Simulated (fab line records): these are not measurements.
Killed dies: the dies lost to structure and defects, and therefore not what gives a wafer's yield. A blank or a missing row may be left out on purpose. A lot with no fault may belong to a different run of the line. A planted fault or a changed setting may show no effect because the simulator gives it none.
Which tool did it? | flow nand_harc | Sampling: 6 lots, 18 wafers, 4 of 1159 route steps

== WHAT THE GAUGES SHOWED, per wafer ==
NHARC_END_SORT_01.
lot  | measured     | on        | defect_limited_yield (%)
L779 | day 21 23:13 | prober-02 | 80.8 81.1 86.4

== WHICH TOOL RAN EACH LOT (tool, then ch and the chambers of the sampled wafers, then the start) ==
lot  | NHARC_P_M0_PVD_21            | NHARC_A_M1_PRE_CLEAN_30                 | NHARC_A_BONDPAD_DESCUM_11
L776 | pvd_sputter-01, day 6 16:06  | pvd_sputter-02, day 19 21:59 or earlier | rie_diel-03 ch 0,1,3, day 19 21:59
L777 | pvd_sputter-02, day 6 19:48  | pvd_sputter-03, day 19 06:10 or earlier | rie_diel-03 ch 0,1, day 19 06:10
L779 | pvd_sputter-01, day 7 13:35  | pvd_sputter-01, day 20 09:05 or earlier | rie_diel-03 ch 1,2,3, day 20 09:05
L787 | pvd_sputter-02, day 9 15:38  | pvd_sputter-03, day 22 10:47 or earlier | rie_diel-03 ch 2,3, day 22 10:47
L792 | pvd_sputter-02, day 10 09:58 | pvd_sputter-01, day 22 09:56 or earlier | rie_diel-03 ch 2,3, day 22 09:56
L794 | pvd_sputter-03, day 11 03:56 | pvd_sputter-02, day 23 04:51 or earlier | rie_diel-03 ch 0,2,3, day 23 04:51
- NHARC_P_M0_PVD_21: deposits Cu, target thk 30 nm, time 20.49 s.
- NHARC_A_M1_PRE_CLEAN_30: time 30 s.
- NHARC_A_BONDPAD_DESCUM_11: chemistry O2, time 3 s.

== THE ANSWER, worked out from the rows above alone ==
Rule: the lots themselves supply what counts as usual. The widest of any qualifying gaps counts: lots, ordered by their means at a reading, are off when they make up no more than a third of the lots, leave a main group of 4 or more, and stand apart from it by 3 or more times the standard deviation of that group's means. If all means in a main group match to the digits the tables above print for the reading, that group is not used. A lot without any number at a reading at which 4 lots or more have one is off too. Any other lot the step has rows for is counted as sound.
Nothing can be told from this: no lot is off at any reading shown.

== WHAT THE SIMULATOR PUT IN ==
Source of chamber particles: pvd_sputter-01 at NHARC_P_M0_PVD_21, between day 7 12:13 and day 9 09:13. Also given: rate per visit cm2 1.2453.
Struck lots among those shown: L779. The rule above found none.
